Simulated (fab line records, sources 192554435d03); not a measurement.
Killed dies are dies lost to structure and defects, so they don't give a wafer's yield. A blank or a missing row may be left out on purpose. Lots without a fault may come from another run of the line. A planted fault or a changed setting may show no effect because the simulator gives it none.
fab line records | flow n5_finfet
record lots=4 wafers=12 last_day=16
route steps=1938 shown FIN_SAQP@104 BEOL_M4@1111 PASSIVATION@1936
lots that met no fault: from a run of the same line without faults
start_h: hours from the record's first day to the start of the lot's first wafer shown | wait_h: hours since the lot's step before | " the same as in the row above | L1.1+2: a row that stands for several wafers | - no value, or no start given | * or withheld: withheld | < > ~ a bound
route shown NAME@n: a module of which the file shows steps, and the number in the route of the first | usual: mean/standard deviation of fault-free wafers | same: alike in all rows | chamber/n: place in a boat | sites: the reading at each site | _std_site: their standard deviation | _edge_site: outer sites' mean less inner sites' | radius_mm: how far each site lies from the wafer's centre | mask NAME#n: copy n | behind: the tool/chamber that last shaped the wafer | hold: why the lot was held/for how many hours/how that ended | device: the transistor (n, p or np) that didn't switch | end of line: the same wafers' tests at the end of the route | a step without rows: its recipe alone | killed: dies lost to structure and defects at the first sort, not the wafer's yield | map: a wafer's dies, x killed, . not, _ none there
set.NAME: the setting as run; set.NAME@STEP: as run at that earlier step | model.NAME: the simulator's own value behind a step, which no gauge read
lots at some steps of the route; a table a step, a row a wafer
services: from which hour (start_h, from the record's first day; less than 0 if before it) a tool's chamber was out of use, for how many hours, and why
## steps
# step N5_FIN_SAQP_COAT_50
# recipe resist=SiARC temp_c=220 time_s=60 spin_rpm=1500 resist_thk_nm=35
# step N5_FIN_SAQP_COAT_10
# recipe resist=CAR-ArF spin_rpm=1500 resist_thk_nm=90
# step N5_FIN_SAQP_EBR_12
# recipe solvent=PGMEA ebr_width_mm=1.5
# step N5_FIN_SAQP_SOFTBAKE_11
# recipe temp_c=110 time_s=60 resist=CAR-ArF
# step N5_FIN_SAQP_EXPOSE_13
# recipe mask_id=FIN_CORE na=1.35 source_shape=dipole sigma_inner=0.538 sigma_outer=0.738 polarization=te target_cd_nm=35.6 dose_mj=63.25
# step N5_FIN_SAQP_PEB_14
# recipe peb_temp_c=withheld peb_time_s=60 resist=CAR-ArF
# step N5_FIN_SAQP_DEVELOP_15
# recipe develop_time_s=30 developer=TMAH resist=CAR-ArF dev_temp_c=23 rinse_liquid=diw dry=air_spin
# step N5_FIN_SAQP_DESCUM_21
# recipe chemistry=O2 time_s=7.9 source_power_w=50 bias_power_w=20 pressure_mtorr=20 rf_frequency_hz=2.712e+07 temp_c=40 resist=CAR-ArF o2_flow_sccm=225
# step N5_FIN_SAQP_ETCH_51
# recipe chemistry=CF4 target=SiARC target_depth_a=455 mask_material=CAR-ArF time_s=75.8 ion_energy_ev=80 pressure_mtorr=40 source_w=545 bias_w=36 Ar_flow_sccm=100 cf4_flow_sccm=100 ends=cleared
# step N5_FIN_SAQP_ETCH_52
# recipe chemistry=N2/H2 target=SOC target_depth_a=1000 overetch_a=200 mask_material=SiARC temp_c=40 time_s=150 ion_energy_ev=200 pressure_mtorr=30 source_w=840 bias_w=150 n2_flow_sccm=200 h2_flow_sccm=200 ends=end_point
# usual bias_w=150.0/0.46 chamber_pressure_mTorr=30.000/0.029 drypump_motor_current_A=5.7/0.47 oes_product_au=0.67/0.042 rf_vpp_V=523.2/1.3 showerhead_plenum_p_Torr=2.52/0.035 throttle_valve_pct=17.89/0.22
# columns lot.wafer tool chamber start_h wait_h bias_w chamber_pressure_mTorr drypump_motor_current_A oes_product_au rf_hours_counter_h rf_vpp_V showerhead_plenum_p_Torr throttle_valve_pct model.CAR-ArF_of_FIN_SAQP_COAT_10.thk_nm model.SiARC_of_FIN_SAQP_COAT_50.thk_nm
L886.2 rie_diel-05 1 58.21 0.0 150.1 29.975 6.0 0.65 208 524.1 2.51 17.74 0 28.95
L886.3 " 3 " " 149.1 30.082 5.7 0.67 169 524.1 2.53 18.13 0 29.15
L886.6 " 3 " " 150.6 30.014 5.7 0.66 - 523.3 2.53 18.13 0 29.11
L894.1 rie_diel-05 2 106.15 0.0 - - - - - - - - 50.35 35.05
L894.3 " 3 " " - - - - - - - - 50.58 35.08
L894.5 " 1 " " - - - - - - - - 50.33 35.11
L895.1 rie_diel-01 0 112.00 0.0 - - - - - - - - 51.06 34.97
L895.4 " 3 " " - - - - - - - - 51.16 34.94
L895.5 " 2 " " - - - - - - - - 50.95 34.99
L898.1 rie_diel-02 1 129.92 0.0 149.9 29.987 6.1 0.65 146 525.6 2.56 17.67 0 28.86
L898.2 " 0 " " 149.9 29.982 5.6 0.70 96 521.9 2.46 17.73 0 29.03
L898.5 " 1 " " 150.1 30.004 6.1 0.66 - 523.2 2.56 17.67 0 28.91
# step N5_FIN_SAQP_STRIP_53
# recipe chemistry=N2/H2 temp_c=40 n2_flow_sccm=200 h2_flow_sccm=200 rf_frequency_hz=6e+07
# step N5_FIN_SAQP_HM_OPEN_73
# recipe chemistry=CHF3/O2 target=SiO2 stop_on=a-Si target_depth_a=120 over_etch_frac=1.8 mask_material=SOC time_s=16.8 pressure_mtorr=30 source_w=650 bias_w=170 Ar_flow_sccm=200 CHF3_flow_sccm=50 O2_flow_sccm=5 ion_energy_ev=200 ends=end_point
# usual drypump_motor_current_A=5.7/0.47 oes_o_777_au=0.75/0.048 oes_product_au=0.451/0.028 rf_vpp_V=524/3.8 showerhead_plenum_p_Torr=2.39/0.033 throttle_valve_pct=18.89/0.23
# columns lot.wafer tool chamber start_h wait_h drypump_motor_current_A oes_o_777_au oes_product_au rf_hours_counter_h rf_vpp_V showerhead_plenum_p_Torr throttle_valve_pct model.SiARC_of_FIN_SAQP_COAT_50.thk_nm
L886.2 rie_diel-05 1 58.32 0.0 6.0 0.73 0.440 208 528 2.39 18.83 4.787
L886.3 " 3 " " 5.8 0.73 0.454 169 522 2.40 19.18 5.453
L886.6 " 3 " " 5.8 0.74 0.445 - 525 2.40 19.16 5.281
L894.1 rie_diel-05 2 106.26 0.0 5.2 0.75 0.280 147 526 2.31 18.81 11.07
L894.3 " 3 " " 5.7 0.72 0.269 187 526 2.39 19.15 11.25
L894.5 " 1 " " 6.0 0.72 0.269 - 527 2.38 18.83 10.97
L895.1 rie_diel-01 0 112.10 0.0 6.5 0.90 0.336 22 525 2.36 18.32 10.96
L895.4 " 3 " " 4.8 0.75 0.285 170 528 2.40 18.95 10.83
L895.5 " 2 " " 5.7 0.69 0.257 - 520 2.38 19.21 11.74
L898.1 rie_diel-02 1 130.03 0.0 6.1 0.74 0.439 146 528 2.41 18.62 4.572
L898.2 " 0 " " 5.6 0.81 0.479 96 522 2.34 18.80 4.524
L898.5 " 1 " " 6.1 0.74 0.446 - 529 2.41 18.61 4.43
# step N5_FIN_SAQP_STRIP_74
# recipe chemistry=CHF3/O2 resist=SiARC rf_frequency_hz=6e+07
# step N5_FIN_SAQP_MANDREL_ETCH_22
# recipe target_depth_a=600 chemistry=HBr/Cl2 target=a-Si stop_on=SiNx bt_time_s=10 over_etch_frac=0.5 time_s=30 pressure_mtorr=10 icp_w=800 bias_w=75 HBr_flow_sccm=150 Cl2_flow_sccm=80 ends=end_point
# usual HBr_flow_sccm=150.0/0.49 bias_w=75.00/0.22 drypump_motor_current_A=5.5/0.43 oes_product_au=0.766/0.013 throttle_valve_pct=35.47/0.26
# columns lot.wafer tool chamber start_h wait_h HBr_flow_sccm bias_w drypump_motor_current_A oes_product_au rf_hours_counter_h throttle_valve_pct
L886.2 rie_si-04 1 58.40 0.0 150.1 75.03 5.4 0.755 4 35.36
L886.3 " 2 " " 149.9 75.20 5.0 0.747 69 35.55
L886.6 " 2 " " 149.7 75.10 5.0 0.759 - 35.53
L894.1 rie_si-03 1 106.34 0.0 150.0 74.90 5.4 0.306 40 36.77
L894.3 " 3 " " 151.8 75.25 5.4 0.309 39 36.28
L894.5 " 1 " " 150.0 74.63 5.3 0.297 - 36.78
L895.1 rie_si-04 0 112.19 0.0 149.7 75.27 5.3 0.301 30 36.05
L895.4 " 1 " " 150.2 75.42 5.5 0.300 4 36.33
L895.5 " 2 " " 150.5 75.10 5.0 0.306 - 36.52
L898.1 rie_si-03 1 130.11 0.0 150.2 75.07 5.4 0.769 41 35.84
L898.2 " 3 " " 150.0 75.08 5.3 0.762 40 35.32
L898.5 " 1 " " 150.0 74.90 5.3 0.770 - 35.82
# step N5_FIN_SAQP_STRIP_55
# recipe chemistry=N2/H2 power_w=500 temp_c=40 pressure_mtorr=50 rf_frequency_hz=6e+07 overash_fraction=0.3 bias_power_w=28 h2_frac=0.5 n2_flow_sccm=300 h2_flow_sccm=300
# step N5_FIN_SAQP_STRIP_23
# recipe chemistry=SPM time_s=750 temp_c=130 h2so4_h2o2_vol_ratio=4
# step N5_FIN_SAQP_SRD_66
# recipe dry=ipa_marangoni time_s=30 temp_c=23 rinse_liquid=diw
# step N5_FIN_SAQP_RECESS_75
# recipe chemistry=HF/NH3 target=SiO2 target_depth_a=144 afs_cycles=3 temp_c=30 sublimation_temp_c=180 sublimation_time_s=60
# step N5_FIN_SAQP_SPACER1_ALD_24
# recipe material=SiO2 target_thk_a=203 temp_c=300 ald_precursor_family=BDEAS ald_co_reactant=O2-plasma pulse_time_s=1 purge_time_s=2 co_reactant_purge_time_s=2 ald_cycles=218 pressure_torr=2
# step N5_FIN_SAQP_SPACER1_ETCHBACK_25
# recipe chemistry=CHF3/O2 mode=anisotropic_etchback target=SiO2 target_depth_a=244 time_s=12.2 pressure_mtorr=30 source_w=650 bias_w=170 Ar_flow_sccm=200 CHF3_flow_sccm=50 O2_flow_sccm=5 ion_energy_ev=200
# usual drypump_motor_current_A=5.7/0.45 oes_o_777_au=0.75/0.051 oes_product_au=0.75/0.053 rf_vpp_V=524/3.8 showerhead_plenum_p_Torr=2.38/0.037 throttle_valve_pct=18.95/0.22
# columns lot.wafer tool chamber start_h wait_h drypump_motor_current_A oes_o_777_au oes_product_au rf_hours_counter_h rf_vpp_V showerhead_plenum_p_Torr throttle_valve_pct
L886.2 rie_diel-05 1 60.37 0.5 6.0 0.73 0.73 209 528 2.39 18.91
L886.3 " 2 " " 5.1 0.76 0.76 127 524 2.32 18.92
L886.6 " 2 " " 5.1 0.76 0.76 - 525 2.32 18.89
L894.1 rie_diel-05 3 108.02 0.4 5.7 0.72 0.27 188 524 2.39 19.18
L894.3 " 0 " " 5.1 0.69 0.27 211 517 2.39 18.71
L894.5 " 0 " " 5.1 0.70 0.26 - 516 2.39 18.72
L895.1 rie_diel-05 0 113.78 0.4 5.1 0.70 0.26 213 517 2.39 18.73
L895.4 " 3 " " 5.8 0.72 0.27 189 522 2.39 19.16
L895.5 " 3 " " 5.7 0.72 0.27 - 523 2.39 19.16
L898.1 rie_diel-01 2 132.32 0.5 5.7 0.68 0.67 248 518 2.38 19.34
L898.2 " 0 " " 6.5 0.90 0.90 30 524 2.36 18.45
L898.5 " 0 " " 6.5 0.88 0.90 - 523 2.36 18.45
# step N5_FIN_SAQP_MANDREL1_REMOVE_56
# recipe chemistry=HBr/Cl2/O2 bt_time_s=10 target=a-Si stop_on=SiNx endpoint=OES-SiCl over_etch_frac=1 icp_w=600 bias_w=22 HBr_flow_sccm=150 Cl2_flow_sccm=80 O2_flow_sccm=5 pressure_mtorr=10
# usual drypump_motor_current_A=5.4/0.42 oes_o_777_au=0.996/0.029 oes_product_au=0.996/0.017 throttle_valve_pct=36.80/0.26
# columns lot.wafer tool chamber start_h wait_h drypump_motor_current_A oes_o_777_au oes_product_au rf_hours_counter_h throttle_valve_pct
L886.2 rie_si-04 2 60.46 0.1 5.0 0.967 0.989 69 36.89
L886.3 " 3 " " 5.1 0.940 0.970 3 36.84
L886.6 " 1 " " 5.4 1.017 0.985 - 36.71
L894.1 rie_si-04 2 108.10 0.1 5.0 0.966 0.372 69 36.88
L894.3 " 0 " " 5.3 0.992 0.378 30 36.43
L894.5 " 3 " " 5.1 0.929 0.364 - 36.86
L895.1 rie_si-01 3 113.87 0.1 6.0 0.973 0.375 54 36.51
L895.4 " 1 " " 6.3 0.992 0.384 77 36.94
L895.5 " 3 " " 6.0 0.980 0.365 - 36.49
L898.1 rie_si-01 2 132.41 0.1 5.6 1.027 1.009 171 37.19
L898.2 " 3 " " 6.0 0.978 0.994 54 36.49
L898.5 " 3 " " 6.0 0.976 0.990 - 36.50
# step N5_FIN_SAQP_CD_MEAS_27
# recipe target_cd_nm=20 landing_energy_ev=1000 detector=se_inlens polarity=line
# usual cd_nm=20.28/0.22
# columns lot.wafer tool chamber start_h wait_h cd_nm
L886.2 cd_sem-02 0 60.57 0.1 20.28
L886.3 " 0 " " 20.34
L886.6 " 0 " " 20.22
L894.1 cd_sem-02 0 108.21 0.1 -
L894.3 " 0 " " -
L894.5 " 0 " " -
L895.1 cd_sem-02 0 113.98 0.1 -
L895.4 " 0 " " -
L895.5 " 0 " " -
L898.1 cd_sem-01 0 132.52 0.1 20.59
L898.2 " 0 " " 20.53
L898.5 " 0 " " 20.47
# step N5_FIN_SAQP_ETCH_57
# recipe chemistry=CH3F/O2 target=SiNx mask_material=SiO2 target_depth_a=325 time_s=46.4 pressure_mtorr=30 source_w=395 bias_w=73 Ar_flow_sccm=150 CH3F_flow_sccm=30 O2_flow_sccm=20 ion_energy_ev=120 ends=cleared
# step N5_BEOL_M4_RC_MEAS_101
# usual DIBL_N=36.5/1.4 DIBL_P=36.5/1.6 IOFF_N=0.163/0.022 IOFF_P=0.219/0.029 ION_N=675/8.3 ION_P=464/6.2 SS_N=71.5/0.52 SS_P=73.4/0.57 VT_N=249.7/2.6 VT_P=-250/3
# columns lot.wafer tool chamber start_h wait_h DIBL_N[mV/V] DIBL_P[mV/V] IOFF_N[nA/um] IOFF_P[nA/um] ION_N[uA/um] ION_P[uA/um] SS_N[mV/dec] SS_P[mV/dec] VT_N[mV] VT_P[mV]
L886.2 prober-02 0 208.40 0.2 33.6 32.9 0.129 0.164 674 461 71.3 72.1 252.2 -253
L886.3 " 0 " " 34.6 35.0 0.140 0.184 663 457 71.3 72.3 251.6 -253
L886.6 " 0 " " 35.3 35.7 0.152 0.193 676 463 70.9 72.8 247.7 -252
L898.1 prober-01 0 282.69 0.0 39.3 40.7 0.207 0.254 679 466 72.0 75.2 246.7 -249
L898.2 " 0 " " 39.1 41.1 0.204 0.262 684 470 71.9 73.8 247.3 -249
L898.5 " 0 " " 38.5 40.1 0.188 0.236 686 469 71.7 74.2 246.6 -251
# step N5_PASSIVATION_PROBE_49
# usual defect_limited_yield=91.2/1.6 killed_at_M0_to_M3=33/11 killed_at_M4_up=15/6.2 killed_at_contacts=15/7.1 killed_at_front_end=38/12 killed_at_other=4/3.5 killed_dies=104/19 killed_on_rim=14/4 killed_open=69/14 killed_short=34/8.5 sort_bin_5_function=5.2/0.99 sort_bin_6_memory=3.3/0.77 sort_n_pass=1076/19 sort_yield_pct=91.2/1.6
# same gross_dies=1180 killed_at_back_side=0 sort_bin_4_leakage[%]=0 sort_bin_8_speed[%]=0
# columns lot.wafer tool chamber start_h wait_h defect_limited_yield[%] killed_at_M0_to_M3 killed_at_M4_up killed_at_contacts killed_at_front_end killed_at_other killed_dies killed_on_rim killed_open killed_short sort_bin_5_function[%] sort_bin_6_memory[%] sort_n_pass sort_yield_pct[%]
L894.1 prober-02 - 375.12 0.0 0 41 20 14 1097 8 1180 152 89 43 96.4 3.1 0 0
L894.3 prober-02 - 375.22 0.1 0 38 11 9 1119 3 1180 152 93 49 95.3 4.2 0 0
L894.5 prober-02 - 375.32 0.2 0 35 12 8 1117 8 1180 152 68 56 95.3 4.2 0 0
L895.1 prober-02 - 378.32 0.0 0 59 15 18 1088 0 1180 152 88 36 94.8 4.7 0 0
L895.4 prober-02 - 378.47 0.2 0 41 15 13 1108 3 1180 152 79 36 95.8 4.1 0 0
L895.5 prober-02 - 378.52 0.2 0 53 12 37 1077 1 1180 152 81 42 95.8 3.6 0 0
# killed by level:class
L894.1 FIN_SAQP:area_etch=1046 STI_FIN_REVEAL:geometric_particle:open=16 FIN_SAQP:geometric_particle:open=11 MOL_CONTACT_COAG:geometric_particle:open=11 BEOL_M0_SAQP:geometric_particle:short=9 BEOL_M3:geometric_particle:open=8 FIN_SAQP:geometric_particle:short=6 BEOL_M0_SAQP:geometric_particle:open=6
L894.3 FIN_SAQP:area_etch=1037 FIN_SAQP:geometric_particle:open=24 STI_FIN_REVEAL:geometric_particle:open=20 BEOL_M0_SAQP:geometric_particle:open=16 FIN_SAQP:geometric_particle:short=15 STI_FIN_REVEAL:geometric_particle:short=9 BEOL_M0_SAQP:geometric_particle:short=9 MOL_CONTACT_COAG:geometric_particle:open=7
L894.5 FIN_SAQP:area_etch=1056 STI_FIN_REVEAL:geometric_particle:open=15 FIN_SAQP:geometric_particle:short=14 BEOL_M0_SAQP:geometric_particle:short=12 FIN_SAQP:geometric_particle:open=10 BEOL_M0_SAQP:geometric_particle:open=8 MOL_CONTACT_COAG:geometric_particle:open=6 STARTING-WAFER:geometric_particle:open=4
L895.1 FIN_SAQP:area_etch=1056 MOL_CONTACT_COAG:geometric_particle:open=16 BEOL_M0_SAQP:geometric_particle:short=16 BEOL_M0_SAQP:geometric_particle:open=15 BEOL_M1:geometric_particle:open=13 FIN_SAQP:geometric_particle:open=8 BEOL_M3:geometric_particle:open=8 BEOL_M5:geometric_particle:open=6
L895.4 FIN_SAQP:area_etch=1065 BEOL_M0_SAQP:geometric_particle:short=14 MOL_CONTACT_COAG:geometric_particle:open=12 FIN_SAQP:geometric_particle:open=10 BEOL_M0_SAQP:geometric_particle:open=8 DUMMY_GATE:geometric_particle:open=7 FIN_SAQP:geometric_particle:short=6 BEOL_M3:geometric_particle:open=6
L895.5 FIN_SAQP:area_etch=1057 MOL_CONTACT_COAG:geometric_particle:open=28 BEOL_M0_SAQP:geometric_particle:short=15 BEOL_M3:geometric_particle:open=12 MOL_CONTACT_COAG:geometric_particle:short=9 FIN_SAQP:geometric_particle:open=8 BEOL_M0_SAQP:geometric_particle:open=8 BEOL_M2:geometric_particle:open=7
# map L894.1 (x killed, . not)
_________________xxxxxxxxxxxx________________
______________xxxxxxxxxxxxxxxxxx_____________
___________xxxxxxxxxxxxxxxxxxxxxxxx__________
__________xxxxxxxxxxxxxxxxxxxxxxxxxx_________
________xxxxxxxxxxxxxxxxxxxxxxxxxxxxxx_______
_______xxxxxxxxxxxxxxxxxxxxxxxxxxxxxxxx______
______xxxxxxxxxxxxxxxxxxxxxxxxxxxxxxxxxx_____
_____xxxxxxxxxxxxxxxxxxxxxxxxxxxxxxxxxxxx____
____xxxxxxxxxxxxxxxxxxxxxxxxxxxxxxxxxxxxxx___
___xxxxxxxxxxxxxxxxxxxxxxxxxxxxxxxxxxxxxxxx__
___xxxxxxxxxxxxxxxxxxxxxxxxxxxxxxxxxxxxxxxx__
__xxxxxxxxxxxxxxxxxxxxxxxxxxxxxxxxxxxxxxxxxx_
__xxxxxxxxxxxxxxxxxxxxxxxxxxxxxxxxxxxxxxxxxx_
_xxxxxxxxxxxxxxxxxxxxxxxxxxxxxxxxxxxxxxxxxxxx
_xxxxxxxxxxxxxxxxxxxxxxxxxxxxxxxxxxxxxxxxxxxx
_xxxxxxxxxxxxxxxxxxxxxxxxxxxxxxxxxxxxxxxxxxxx
_xxxxxxxxxxxxxxxxxxxxxxxxxxxxxxxxxxxxxxxxxxxx
_xxxxxxxxxxxxxxxxxxxxxxxxxxxxxxxxxxxxxxxxxxxx
_xxxxxxxxxxxxxxxxxxxxxxxxxxxxxxxxxxxxxxxxxxxx
_xxxxxxxxxxxxxxxxxxxxxxxxxxxxxxxxxxxxxxxxxxxx
_xxxxxxxxxxxxxxxxxxxxxxxxxxxxxxxxxxxxxxxxxxxx
__xxxxxxxxxxxxxxxxxxxxxxxxxxxxxxxxxxxxxxxxxx_
__xxxxxxxxxxxxxxxxxxxxxxxxxxxxxxxxxxxxxxxxxx_
___xxxxxxxxxxxxxxxxxxxxxxxxxxxxxxxxxxxxxxxx__
___xxxxxxxxxxxxxxxxxxxxxxxxxxxxxxxxxxxxxxxx__
____xxxxxxxxxxxxxxxxxxxxxxxxxxxxxxxxxxxxxx___
_____xxxxxxxxxxxxxxxxxxxxxxxxxxxxxxxxxxxx____
______xxxxxxxxxxxxxxxxxxxxxxxxxxxxxxxxxx_____
_______xxxxxxxxxxxxxxxxxxxxxxxxxxxxxxxx______
________xxxxxxxxxxxxxxxxxxxxxxxxxxxxxx_______
__________xxxxxxxxxxxxxxxxxxxxxxxxxx_________
___________xxxxxxxxxxxxxxxxxxxxxxxx__________
______________xxxxxxxxxxxxxxxxxx_____________
_________________xxxxxxxxxxxx________________
# map L895.1 (x killed, . not)
_________________xxxxxxxxxxxx________________
______________xxxxxxxxxxxxxxxxxx_____________
___________xxxxxxxxxxxxxxxxxxxxxxxx__________
__________xxxxxxxxxxxxxxxxxxxxxxxxxx_________
________xxxxxxxxxxxxxxxxxxxxxxxxxxxxxx_______
_______xxxxxxxxxxxxxxxxxxxxxxxxxxxxxxxx______
______xxxxxxxxxxxxxxxxxxxxxxxxxxxxxxxxxx_____
_____xxxxxxxxxxxxxxxxxxxxxxxxxxxxxxxxxxxx____
____xxxxxxxxxxxxxxxxxxxxxxxxxxxxxxxxxxxxxx___
___xxxxxxxxxxxxxxxxxxxxxxxxxxxxxxxxxxxxxxxx__
___xxxxxxxxxxxxxxxxxxxxxxxxxxxxxxxxxxxxxxxx__
__xxxxxxxxxxxxxxxxxxxxxxxxxxxxxxxxxxxxxxxxxx_
__xxxxxxxxxxxxxxxxxxxxxxxxxxxxxxxxxxxxxxxxxx_
_xxxxxxxxxxxxxxxxxxxxxxxxxxxxxxxxxxxxxxxxxxxx
_xxxxxxxxxxxxxxxxxxxxxxxxxxxxxxxxxxxxxxxxxxxx
_xxxxxxxxxxxxxxxxxxxxxxxxxxxxxxxxxxxxxxxxxxxx
_xxxxxxxxxxxxxxxxxxxxxxxxxxxxxxxxxxxxxxxxxxxx
_xxxxxxxxxxxxxxxxxxxxxxxxxxxxxxxxxxxxxxxxxxxx
_xxxxxxxxxxxxxxxxxxxxxxxxxxxxxxxxxxxxxxxxxxxx
_xxxxxxxxxxxxxxxxxxxxxxxxxxxxxxxxxxxxxxxxxxxx
_xxxxxxxxxxxxxxxxxxxxxxxxxxxxxxxxxxxxxxxxxxxx
__xxxxxxxxxxxxxxxxxxxxxxxxxxxxxxxxxxxxxxxxxx_
__xxxxxxxxxxxxxxxxxxxxxxxxxxxxxxxxxxxxxxxxxx_
___xxxxxxxxxxxxxxxxxxxxxxxxxxxxxxxxxxxxxxxx__
___xxxxxxxxxxxxxxxxxxxxxxxxxxxxxxxxxxxxxxxx__
____xxxxxxxxxxxxxxxxxxxxxxxxxxxxxxxxxxxxxx___
_____xxxxxxxxxxxxxxxxxxxxxxxxxxxxxxxxxxxx____
______xxxxxxxxxxxxxxxxxxxxxxxxxxxxxxxxxx_____
_______xxxxxxxxxxxxxxxxxxxxxxxxxxxxxxxx______
________xxxxxxxxxxxxxxxxxxxxxxxxxxxxxx_______
__________xxxxxxxxxxxxxxxxxxxxxxxxxx_________
___________xxxxxxxxxxxxxxxxxxxxxxxx__________
______________xxxxxxxxxxxxxxxxxx_____________
_________________xxxxxxxxxxxx________________
## services
# columns tool chamber start_h hours kind
rie_diel-05 1 35.20 6.2 repair
rie_diel-01 1 50.00 2.5 repair
rie_diel-02 - 55.82 15.6 pm
rie_diel-05 0 62.35 5.0 repair
rie_si-04 - 69.08 2.8 pm
rie_diel-01 1 88.68 15.3 repair
rie_si-04 - 102.65 4.3 pm
rie_diel-01 1 126.77 8.7 repair
## key
first_sign step=N5_FIN_SAQP_ETCH_52 reading=tool_record direction=missing
effect step=N5_FIN_SAQP_HM_OPEN_73 reading=oes_product_au direction=down sigmas=5.9 usual=0.451 struck=0.283
effect step=N5_FIN_SAQP_MANDREL_ETCH_22 reading=oes_product_au direction=down sigmas=35 usual=0.766 struck=0.303
effect step=N5_FIN_SAQP_SPACER1_ETCHBACK_25 reading=oes_product_au direction=down sigmas=9.1 usual=0.75 struck=0.27
effect step=N5_FIN_SAQP_MANDREL1_REMOVE_56 reading=oes_product_au direction=down sigmas=37 usual=0.996 struck=0.373
effect step=N5_FIN_SAQP_CD_MEAS_27 reading=cd_nm direction=missing
effect step=N5_PASSIVATION_PROBE_49 reading=sort_bin_5_function direction=up sigmas=91 usual=5.2 struck=95.6
model_effect step=N5_FIN_SAQP_ETCH_52 value=CAR-ArF_of_FIN_SAQP_COAT_10.thk_nm without=0 struck=50.74
model_effect step=N5_FIN_SAQP_HM_OPEN_73 value=SiARC_of_FIN_SAQP_COAT_50.thk_nm without=5.253 struck=11.14
more_kills_born_at N5_FIN_SAQP_ETCH_52@rie_diel-01=3178 N5_FIN_SAQP_ETCH_52@rie_diel-05=3139
met_at N5_FIN_SAQP_ETCH_52
struck_wafers L894.1,L894.3,L894.5,L895.1,L895.4,L895.5
later_rows_left_out L894.1,L894.3,L894.5,L895.1,L895.4,L895.5
onset_between 58.21 106.15
fault kind=skipped_step_whole tool=rie_diel-01,rie_diel-05 chamber=- onset_h=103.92 steps=N5_FIN_SAQP_ETCH_52 scope=struck_lots_only
# later_rows_left_out: the simulator's readings of these wafers behind a module that went badly wrong aren't trusted and aren't shown, but for the sort
